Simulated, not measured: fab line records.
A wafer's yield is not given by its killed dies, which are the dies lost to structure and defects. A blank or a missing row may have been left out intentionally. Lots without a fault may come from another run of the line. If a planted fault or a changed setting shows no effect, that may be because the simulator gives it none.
fab line records -- flow nandHarc
record lots=6, wafers=18, lastDay=33
route steps=1302 shown A_M1@1171 END@1302
lots with no fault: from the same line, run without faults
startH: the number of hours between the record's first day and the start of the first shown wafer of the lot -- waitH: how many hours have passed since the lot's step before this one -- " unchanged from the row above -- L1.1+2: several wafers, shown together as one row -- - either no value or no given start -- * or withheld: withheld -- < > ~ a bound
route shown NAME@n: names a module that has steps shown in the file, with the first one's number in the route -- usual: mean and standard deviation over wafers with no fault -- same: alike in all rows -- chamber/n: place in a boat -- sites: each site's reading -- _std_site: the standard deviation of these -- _edge_site: inner sites' mean taken away from outer sites' mean -- radiusMm: how far each site lies from the wafer's centre -- mask NAME#n: copy n -- behind: the most recent tool/chamber to have shaped the wafer -- hold: reason for holding the lot/hours on hold/outcome of the hold -- device: names the non-switching transistor (n, p or np) -- end of line: at the end of the route, the tests of the same wafers -- a step without rows: its recipe alone -- killed: not the wafer's yield, but the dies lost to structure and defects at the first sort -- map: dies across one wafer; x = killed, . = not, _ = none there
set.NAME: the setting that was run; set.NAME@STEP: the one run at that earlier step -- model.NAME: the simulator's own value behind a step, which no gauge read
a table for each step, a row for each wafer; lots at some steps of the route
services: from which hour (startH, from the record's first day; less than 0 if before it) a tool's chamber was out of use, for how many hours, and why
## steps
# step NHARC_A_M1_HMDS_02
# recipe timeS=30
# step NHARC_A_M1_COAT_34
# recipe tempC=200, timeS=65
# step NHARC_A_M1_COAT_03
# recipe spinRpm=1500, resistThkNm=90
# step NHARC_A_M1_SOFTBAKE_04
# recipe tempC=105, timeS=55
# step NHARC_A_M1_EBR_05
# step NHARC_A_M1_EXPOSE_06
# recipe na=1.35, targetCdNm=120, doseMj=75.13, maskId=A_M1
# step NHARC_A_M1_PEB_07
# recipe pebTempC=100, pebTimeS=65
# step NHARC_A_M1_DEVELOP_08
# recipe developTimeS=35, devTempC=23
# step NHARC_A_M1_CD_MEAS_09
# recipe targetCdNm=120, landingEnergyEv=500
# usual cdNm=120.2/0.67
lot.wafer,tool,chamber,startH,waitH,cdNm
L294.1,cdSem-03,0,545.76,-,120.2
L294.3,cdSem-03,0,545.76,-,119.5
L294.6,cdSem-03,0,545.76,-,119.8
L297.3,cdSem-03,0,578.95,-,120.8
L297.4,cdSem-03,0,578.95,-,121.3
L297.6,cdSem-03,0,578.95,-,120.9
L299.1,cdSem-02,0,594.39,-,120.1
L299.2,cdSem-02,0,594.39,-,119.6
L299.5,cdSem-02,0,594.39,-,120.1
L304.3,cdSem-02,0,649.40,-,120.1
L304.4,cdSem-02,0,649.40,-,120.0
L304.6,cdSem-02,0,649.40,-,120.6
L312.1,cdSem-02,0,721.25,-,119.2
L312.3,cdSem-02,0,721.25,-,119.7
L312.6,cdSem-02,0,721.25,-,119.9
L313.1,cdSem-01,0,742.98,-,120.0
L313.2,cdSem-01,0,742.98,-,120.7
L313.5,cdSem-01,0,742.98,-,120.4
# step NHARC_A_M1_OVL_MEAS_10
# recipe pitchNm=240
# usual overlayXNm=-0.1/0.87, overlayYNm=0.0/0.86
lot.wafer,tool,chamber,startH,waitH,overlayXNm,overlayYNm
L294.1,overlay-01,-,545.85,-,0.2,-1.6
L294.3,overlay-01,-,545.85,-,0.5,-1.2
L294.6,overlay-01,-,545.85,-,0.4,-1.1
L297.3,overlay-02,-,579.03,-,-1.3,-0.7
L297.4,overlay-02,-,579.03,-,-1.8,-0.2
L297.6,overlay-02,-,579.03,-,-1.5,-0.2
L299.1,overlay-01,-,594.48,-,-0.6,-0.1
L299.2,overlay-01,-,594.48,-,-0.3,-0.3
L299.5,overlay-01,-,594.48,-,-0.7,-0.6
L304.3,overlay-02,-,649.49,-,1.1,-0.3
L304.4,overlay-02,-,649.49,-,1.2,-0.4
L304.6,overlay-02,-,649.49,-,0.6,-0.5
L312.1,overlay-01,-,721.33,-,1.6,0.9
L312.3,overlay-01,-,721.33,-,1.5,1.4
L312.6,overlay-01,-,721.33,-,1.9,0.5
L313.1,overlay-01,-,743.07,-,-0.8,0.6
L313.2,overlay-01,-,743.07,-,-0.7,0.2
L313.5,overlay-01,-,743.07,-,-0.6,0.0
# step NHARC_A_M1_INSPECT_11
# usual rawDefectCount=85/29
lot.wafer,tool,chamber,startH,waitH,rawDefectCount
L294.1,defectInspect-02,-,545.88,0.0,82
L294.3,defectInspect-02,-,545.88,0.0,115
L294.6,defectInspect-02,-,545.88,0.0,92
L297.3,defectInspect-01,-,579.07,0.0,101
L297.4,defectInspect-01,-,579.07,0.0,65
L297.6,defectInspect-01,-,579.07,0.0,78
L299.1,defectInspect-01,-,594.52,0.0,84
L299.2,defectInspect-01,-,594.52,0.0,78
L299.5,defectInspect-01,-,594.52,0.0,88
L304.3,defectInspect-01,-,649.52,0.0,42
L304.4,defectInspect-01,-,649.52,0.0,39
L304.6,defectInspect-01,-,649.52,0.0,38
L312.1,defectInspect-02,-,721.37,0.0,90
L312.3,defectInspect-02,-,721.37,0.0,98
L312.6,defectInspect-02,-,721.37,0.0,82
L313.1,defectInspect-01,-,743.11,0.0,58
L313.2,defectInspect-01,-,743.11,0.0,61
L313.5,defectInspect-01,-,743.11,0.0,74
# step NHARC_A_M1_DESCUM_14
# recipe timeS=3, o2FlowSccm=200, arFlowSccm=0, biasPowerW=0, chemistry=O2
# usual drypumpMotorCurrentA=5.7/0.64, oesProductAu=1.000/0.0097, rfVppV=57.5/0.91, showerheadPlenumPTorr=1.87/0.076, throttleValvePct=11.311/0.0091
lot.wafer,tool,chamber,startH,waitH,drypumpMotorCurrentA,oesProductAu,rfHoursCounterH,rfVppV,showerheadPlenumPTorr,throttleValvePct
L294.3,rieDiel-01,2,545.95,0.1,5.3,0.995,4.9,55.7,1.87,11.296
L294.1,rieDiel-01,1,545.95,0.1,6.4,1.019,5.0,57.8,1.81,11.302
L294.6,rieDiel-01,0,545.95,0.1,5.0,1.006,-,59.4,2.00,11.306
L297.3,rieDiel-11,1,579.13,0.1,6.5,1.024,6.5,58.2,2.00,11.312
L297.4,rieDiel-11,2,579.13,0.1,6.5,0.991,5.7,57.4,1.81,11.317
L297.6,rieDiel-11,1,579.13,0.1,6.5,1.006,-,58.7,2.00,11.302
L299.1,rieDiel-12,2,594.58,0.1,5.6,0.990,8.7,57.2,1.80,11.318
L299.2,rieDiel-12,0,594.58,0.1,4.7,1.002,7.5,57.6,1.95,11.312
L299.5,rieDiel-12,2,594.58,0.1,5.6,0.994,-,57.9,1.80,11.310
L304.3,rieDiel-01,0,649.58,0.1,4.9,0.995,2.4,58.1,2.00,11.324
L304.4,rieDiel-01,2,649.58,0.1,5.3,0.989,2.3,58.4,1.87,11.305
L304.6,rieDiel-01,1,649.58,0.1,6.4,0.991,-,57.4,1.81,11.314
L312.3,rieDiel-12,2,721.43,0.1,5.6,0.992,4.4,58.5,1.80,11.288
L312.1,rieDiel-12,3,721.43,0.1,5.5,0.978,5.2,57.9,1.87,11.299
L312.6,rieDiel-12,2,721.43,0.1,5.6,1.005,-,57.0,1.80,11.317
L313.1,rieDiel-11,2,743.17,0.1,6.4,1.001,8.6,57.3,1.81,11.329
L313.2,rieDiel-11,0,743.17,0.1,6.4,1.034,6.2,57.0,1.81,11.317
L313.5,rieDiel-11,3,743.17,0.1,4.9,1.001,-,56.2,1.79,11.311
# step NHARC_A_M1_ETCH_35
# recipe targetDepthA=400, overetchA=120, timeS=43.94, ionEnergyEv=200, n2FlowSccm=150, h2FlowSccm=150, arFlowSccm=0, rfW=400, biasW=150, chemistry=N2/H2
# usual biasW=150.0/0.48, chamberPressureMTorr=29.997/0.03, drypumpMotorCurrentA=5.7/0.62, oesProductAu=1.001/0.011, rfVppV=429.4/2.3, showerheadPlenumPTorr=2.00/0.082, throttleValvePct=14.171/0.0087
lot.wafer,tool,chamber,startH,waitH,biasW,chamberPressureMTorr,drypumpMotorCurrentA,oesProductAu,rfHoursCounterH,rfVppV,showerheadPlenumPTorr,throttleValvePct
L294.1,rieDiel-01,1,546.05,0.1,149.7,29.976,6.4,1.016,5.0,427.3,1.92,14.170
L294.3,rieDiel-01,2,546.05,0.1,150.0,30.000,5.3,0.996,4.9,428.7,2.00,14.176
L294.6,rieDiel-01,1,546.05,0.1,150.4,29.918,6.4,1.010,-,427.7,1.92,14.152
L297.3,rieDiel-11,0,579.22,0.1,149.6,30.035,6.3,1.022,6.8,427.5,1.93,14.172
L297.4,rieDiel-11,2,579.22,0.1,149.4,30.004,6.5,1.003,5.7,428.6,1.93,14.157
L297.6,rieDiel-11,0,579.22,0.1,150.4,29.956,6.3,1.029,-,428.4,1.93,14.170
L299.2,rieDiel-12,2,594.67,0.1,150.2,30.000,5.6,1.007,8.8,427.8,1.92,14.168
L299.1,rieDiel-12,1,594.67,0.1,150.4,29.989,6.2,1.008,8.5,426.2,1.90,14.156
L299.5,rieDiel-12,2,594.67,0.1,149.7,29.999,5.6,1.010,-,427.5,1.92,14.167
L304.4,rieDiel-01,0,649.67,0.1,150.9,29.958,4.9,0.993,2.4,433.7,2.13,14.176
L304.3,rieDiel-01,3,649.67,0.1,149.5,29.968,5.8,1.006,2.5,431.4,2.01,14.158
L304.6,rieDiel-01,1,649.67,0.1,150.7,29.984,6.4,0.995,-,427.0,1.92,14.180
L312.1,rieDiel-12,2,721.56,0.1,-,-,-,-,-,-,-,-
L312.3,rieDiel-12,3,721.56,0.1,-,-,-,-,-,-,-,-
L312.6,rieDiel-12,0,721.56,0.1,-,-,-,-,-,-,-,-
L313.2,rieDiel-11,1,743.25,0.1,-,-,-,-,-,-,-,-
L313.1,rieDiel-11,2,743.25,0.1,-,-,-,-,-,-,-,-
L313.5,rieDiel-11,2,743.25,0.1,-,-,-,-,-,-,-,-
# step NHARC_A_M1_ETCH_15
# recipe targetDepthA=1825, timeS=91.2, c4f8FlowSccm=withheld, arFlowSccm=400, rfW=600, biasW=300, chemistry=C4F8/Ar
# usual biasW=300.2/0.82, chamberPressureMTorr=25.000/0.021, oesProductAu=0.947/0.022, rfVppV=439.6/2.7
lot.wafer,tool,chamber,startH,waitH,biasW,chamberPressureMTorr,oesProductAu,rfHoursCounterH,rfVppV
L294.1,rieDiel-01,1,-,-,300.0,25.005,0.962,5.1,436.0
L294.3,rieDiel-01,2,-,-,300.1,25.011,0.958,4.9,439.7
L294.6,rieDiel-01,0,-,-,299.5,24.991,0.967,-,443.5
L297.3,rieDiel-11,3,-,-,299.8,24.993,0.935,6.0,436.9
L297.4,rieDiel-11,1,-,-,299.9,25.007,0.935,6.5,443.4
L297.6,rieDiel-11,3,-,-,301.2,25.000,0.937,-,437.5
L299.2,rieDiel-12,1,-,-,299.8,24.985,0.927,8.5,436.3
L299.1,rieDiel-12,2,-,-,300.2,24.996,0.928,8.8,438.6
L299.5,rieDiel-12,1,-,-,300.5,25.004,0.930,-,436.2
L304.4,rieDiel-01,3,-,-,300.9,24.992,0.935,2.6,439.1
L304.3,rieDiel-01,0,-,-,298.7,25.007,0.922,2.5,442.5
L304.6,rieDiel-01,3,-,-,300.1,25.019,0.934,-,439.9
L312.1,rieDiel-12,0,721.64,0.1,300.3,24.976,0.920,4.9,442.9
L312.3,rieDiel-12,3,721.64,0.1,299.5,24.966,0.913,5.3,439.4
L312.6,rieDiel-12,1,721.64,0.1,299.9,25.007,0.925,-,435.9
L313.2,rieDiel-11,2,743.34,0.1,299.7,25.013,0.911,8.6,437.9
L313.1,rieDiel-11,1,743.34,0.1,299.2,25.027,0.912,6.8,443.5
L313.5,rieDiel-11,3,743.34,0.1,300.5,24.984,0.919,-,436.8
# step NHARC_END_SORT_01
# recipe tempC=25
# usual defectLimitedYield=90.6/2.3, killedAtArray=59/16, killedAtOther=0.8/1.1, killedAtPeriphery=3.6/2.4, killedDies=64/16, killedOpen=3.4/1.8, killedShort=2.5/1.6
# same grossDies=677
lot.wafer,tool,chamber,startH,waitH,defectLimitedYield[%],killedAtArray,killedAtOther,killedAtPeriphery,killedDies,killedOpen,killedShort
L297.3,prober-02,0,615.20,3.1,88.6,75,0,2,77,2,0
L299.1,prober-01,0,631.40,2.5,91.1,57,1,2,60,3,2
L299.2,prober-01,0,632.18,2.8,91.4,57,0,1,58,1,5
L299.5,prober-01,0,634.54,3.6,92.3,52,0,0,52,0,1
L304.3,prober-01,0,691.71,3.1,93.5,41,1,2,44,2,4
L304.4,prober-01,0,692.51,3.4,94.1,37,0,3,40,3,3
L304.6,prober-01,0,694.11,4.0,93.9,37,0,4,41,2,1
L312.1,prober-01,0,763.49,2.5,0,674,0,3,677,3,2
L312.3,prober-01,0,765.06,3.1,0,676,0,1,677,3,4
L312.6,prober-01,0,767.43,3.9,0,677,0,0,677,3,3
L313.1,prober-02,0,779.49,2.5,0,663,4,10,677,4,1
L313.2,prober-02,0,780.31,2.8,0,670,3,4,677,3,3
L313.5,prober-02,0,782.76,3.8,0,670,1,6,677,2,5
# killed by level:class
L297.3 A_CHANNEL_HOLE_D1:chamberFilmFlake=41 A_CHANNEL_HOLE_D2:chamberFilmFlake=17 A_STAIRCASE:chamberFilmFlake=8 P_ZERO_WELL:chamberFilmFlake=2 A_CHANNEL_FILL_D1:chamberFilmFlake=2 A_SLIT:chamberFilmFlake=2 A_ONON_D2:geometricParticle:open=1 A_CONTACT:geometricParticle:open=1
L299.1 A_CHANNEL_HOLE_D2:chamberFilmFlake=36 A_CONTACT:chamberFilmFlake=7 A_CHANNEL_HOLE_D1:chamberFilmFlake=5 A_STAIRCASE:chamberFilmFlake=3 A_WL_FILL:chamberFilmFlake=2 P_GATE:geometricParticle:short=1 A_CHANNEL_FILL_D2:geometricParticle:short=1 A_BLC:geometricParticle:open=1
L299.2 A_CHANNEL_HOLE_D2:chamberFilmFlake=38 A_CHANNEL_HOLE_D1:chamberFilmFlake=5 A_CONTACT:chamberFilmFlake=5 A_STAIRCASE:chamberFilmFlake=2 P_M0:geometricParticle:short=1 A_SOURCE_PLATE:geometricParticle:open=1 A_SOURCE_PLATE:geometricParticle:short=1 A_ONON_D1:geometricParticle:short=1
L299.5 A_CHANNEL_HOLE_D2:chamberFilmFlake=29 A_CONTACT:chamberFilmFlake=12 A_CHANNEL_HOLE_D1:chamberFilmFlake=4 A_STAIRCASE:chamberFilmFlake=3 A_WL_FILL:chamberFilmFlake=2 A_ONON_D1:geometricParticle:short=1 A_SLIT:chamberFilmFlake=1
L304.3 A_CHANNEL_HOLE_D2:chamberFilmFlake=20 A_CHANNEL_HOLE_D1:chamberFilmFlake=6 A_SLIT:chamberFilmFlake=4 A_STAIRCASE:chamberFilmFlake=2 A_CONTACT:chamberFilmFlake=2 A_ONON_D1:geometricParticle:open=1 A_ONON_D1:geometricParticle:short=1 A_CHANNEL_HOLE_D1:geometricParticle:short=1
L304.4 A_CHANNEL_HOLE_D2:chamberFilmFlake=15 A_CHANNEL_HOLE_D1:chamberFilmFlake=7 A_SLIT:chamberFilmFlake=4 A_STAIRCASE:chamberFilmFlake=3 A_CONTACT:chamberFilmFlake=3 P_CONTACT:geometricParticle:open=1 P_M0:geometricParticle:open=1 A_ONON_D1:geometricParticle:short=1
L304.6 A_CHANNEL_HOLE_D2:chamberFilmFlake=20 A_CHANNEL_HOLE_D1:chamberFilmFlake=11 P_STI:chamberFilmFlake=2 P_M1:chamberFilmFlake=2 A_STAIRCASE:chamberFilmFlake=2 A_ONON_D1:geometricParticle:short=1 A_CHANNEL_HOLE_D2:geometricParticle:open=1 A_M1:geometricParticle:open=1
L312.1 A_M1:areaEtch=601 A_CHANNEL_HOLE_D2:chamberFilmFlake=27 A_CHANNEL_HOLE_D1:chamberFilmFlake=20 A_STAIRCASE:chamberFilmFlake=9 A_SLIT:chamberFilmFlake=7 A_CONTACT:chamberFilmFlake=6 A_DECK1_JOINT:geometricParticle:open=2 P_M0:geometricParticle:open=1
L312.3 A_M1:areaEtch=596 A_CHANNEL_HOLE_D2:chamberFilmFlake=28 A_CHANNEL_HOLE_D1:chamberFilmFlake=20 A_SLIT:chamberFilmFlake=8 A_STAIRCASE:chamberFilmFlake=6 A_WL_FILL:chamberFilmFlake=5 A_CONTACT:chamberFilmFlake=4 A_M1:geometricParticle:open=2
L312.6 A_M1:areaEtch=606 A_CHANNEL_HOLE_D2:chamberFilmFlake=25 A_CHANNEL_HOLE_D1:chamberFilmFlake=14 A_STAIRCASE:chamberFilmFlake=9 A_CONTACT:chamberFilmFlake=8 A_WL_FILL:chamberFilmFlake=5 A_SLIT:chamberFilmFlake=2 A_CHANNEL_HOLE_D1:geometricParticle:short=1
L313.1 A_M1:areaEtch=622 A_SLIT:chamberFilmFlake=28 P_GATE:chamberFilmFlake=9 A_CONTACT:chamberFilmFlake=4 THIN_TSV:chamberFilmFlake=4 A_STAIRCASE:chamberFilmFlake=3 P_M2:geometricParticle:open=1 A_CHANNEL_FILL_D1:geometricParticle:short=1
L313.2 A_M1:areaEtch=629 A_SLIT:chamberFilmFlake=27 A_CONTACT:chamberFilmFlake=6 THIN_TSV:chamberFilmFlake=3 P_GATE:chamberFilmFlake=2 A_CHANNEL_HOLE_D1:chamberFilmFlake=2 P_CONTACT:geometricParticle:open=1 P_M1:geometricParticle:short=1
L313.5 A_M1:areaEtch=623 A_SLIT:chamberFilmFlake=33 P_GATE:chamberFilmFlake=5 A_CONTACT:chamberFilmFlake=5 A_ONON_D1:geometricParticle:short=2 A_STAIRCASE:chamberFilmFlake=2 P_M0:geometricParticle:short=1 A_CHANNEL_FILL_D1:geometricParticle:short=1
# map L312.1 (x killed, . not)
____________x____________
_________xxxxxxx_________
_______xxxxxxxxxxx_______
______xxxxxxxxxxxxx______
_____xxxxxxxxxxxxxxx_____
____xxxxxxxxxxxxxxxxx____
____xxxxxxxxxxxxxxxxx____
___xxxxxxxxxxxxxxxxxxx___
___xxxxxxxxxxxxxxxxxxx___
__xxxxxxxxxxxxxxxxxxxxx__
__xxxxxxxxxxxxxxxxxxxxx__
_xxxxxxxxxxxxxxxxxxxxxxx_
_xxxxxxxxxxxxxxxxxxxxxxx_
_xxxxxxxxxxxxxxxxxxxxxxx_
_xxxxxxxxxxxxxxxxxxxxxxx_
_xxxxxxxxxxxxxxxxxxxxxxx_
xxxxxxxxxxxxxxxxxxxxxxxxx
xxxxxxxxxxxxxxxxxxxxxxxxx
xxxxxxxxxxxxxxxxxxxxxxxxx
xxxxxxxxxxxxxxxxxxxxxxxxx
xxxxxxxxxxxxxxxxxxxxxxxxx
_xxxxxxxxxxxxxxxxxxxxxxx_
_xxxxxxxxxxxxxxxxxxxxxxx_
_xxxxxxxxxxxxxxxxxxxxxxx_
_xxxxxxxxxxxxxxxxxxxxxxx_
_xxxxxxxxxxxxxxxxxxxxxxx_
__xxxxxxxxxxxxxxxxxxxxx__
__xxxxxxxxxxxxxxxxxxxxx__
___xxxxxxxxxxxxxxxxxxx___
___xxxxxxxxxxxxxxxxxxx___
____xxxxxxxxxxxxxxxxx____
____xxxxxxxxxxxxxxxxx____
_____xxxxxxxxxxxxxxx_____
______xxxxxxxxxxxxx______
_______xxxxxxxxxxx_______
_________xxxxxxx_________
____________x____________
# map L313.1 (x killed, . not)
____________x____________
_________xxxxxxx_________
_______xxxxxxxxxxx_______
______xxxxxxxxxxxxx______
_____xxxxxxxxxxxxxxx_____
____xxxxxxxxxxxxxxxxx____
____xxxxxxxxxxxxxxxxx____
___xxxxxxxxxxxxxxxxxxx___
___xxxxxxxxxxxxxxxxxxx___
__xxxxxxxxxxxxxxxxxxxxx__
__xxxxxxxxxxxxxxxxxxxxx__
_xxxxxxxxxxxxxxxxxxxxxxx_
_xxxxxxxxxxxxxxxxxxxxxxx_
_xxxxxxxxxxxxxxxxxxxxxxx_
_xxxxxxxxxxxxxxxxxxxxxxx_
_xxxxxxxxxxxxxxxxxxxxxxx_
xxxxxxxxxxxxxxxxxxxxxxxxx
xxxxxxxxxxxxxxxxxxxxxxxxx
xxxxxxxxxxxxxxxxxxxxxxxxx
xxxxxxxxxxxxxxxxxxxxxxxxx
xxxxxxxxxxxxxxxxxxxxxxxxx
_xxxxxxxxxxxxxxxxxxxxxxx_
_xxxxxxxxxxxxxxxxxxxxxxx_
_xxxxxxxxxxxxxxxxxxxxxxx_
_xxxxxxxxxxxxxxxxxxxxxxx_
_xxxxxxxxxxxxxxxxxxxxxxx_
__xxxxxxxxxxxxxxxxxxxxx__
__xxxxxxxxxxxxxxxxxxxxx__
___xxxxxxxxxxxxxxxxxxx___
___xxxxxxxxxxxxxxxxxxx___
____xxxxxxxxxxxxxxxxx____
____xxxxxxxxxxxxxxxxx____
_____xxxxxxxxxxxxxxx_____
______xxxxxxxxxxxxx______
_______xxxxxxxxxxx_______
_________xxxxxxx_________
____________x____________
## services
tool,chamber,startH,hours,kind
rieDiel-01,0,523.80,4.2,repair
rieDiel-01,2,524.22,2.5,repair
rieDiel-12,0,527.94,-,clean
rieDiel-12,1,527.94,-,clean
rieDiel-12,2,527.94,-,clean
rieDiel-12,3,527.94,-,clean
rieDiel-01,0,536.81,-,clean
rieDiel-01,1,536.81,-,clean
rieDiel-01,2,536.81,-,clean
rieDiel-01,3,536.81,-,clean
rieDiel-01,3,539.94,8.5,repair
rieDiel-01,-,557.81,9.0,pm
rieDiel-11,-,602.07,0.5,repair
rieDiel-12,-,605.10,0.8,repair
rieDiel-11,-,609.50,9.0,pm
rieDiel-12,1,616.97,1.4,repair
rieDiel-12,-,622.44,9.0,pm
rieDiel-01,0,630.48,12.9,repair
rieDiel-12,0,667.51,3.2,repair
rieDiel-01,3,705.43,12.5,repair
rieDiel-11,0,709.06,16.4,repair
rieDiel-11,1,726.24,9.6,repair
rieDiel-01,1,729.75,4.6,repair
rieDiel-01,-,734.81,9.0,pm
## key
firstSign step=NHARC_A_M1_ETCH_35, reading=toolRecord, direction=missing
effect step=NHARC_END_SORT_01, reading=defectLimitedYield, direction=down, sigmas=39, usual=90.6, struck=0
moreKillsBornAt NHARC_A_M1_ETCH_35@rieDiel-11=1874, NHARC_A_M1_ETCH_35@rieDiel-12=1803
metAt NHARC_A_M1_ETCH_35
struckWafers L312.1,L312.3,L312.6,L313.1,L313.2,L313.5
laterRowsLeftOut L312.1,L312.3,L312.6,L313.1,L313.2,L313.5
onsetBetween 594.67 721.56
fault kind=skippedStepWhole, tool=rieDiel-11,rieDiel-12, chamber=-, onsetH=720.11, steps=NHARC_A_M1_ETCH_35, scope=struckLotsOnly
# laterRowsLeftOut: the simulator's readings of these wafers behind a module that went badly wrong aren't trusted and aren't shown, but for the sort
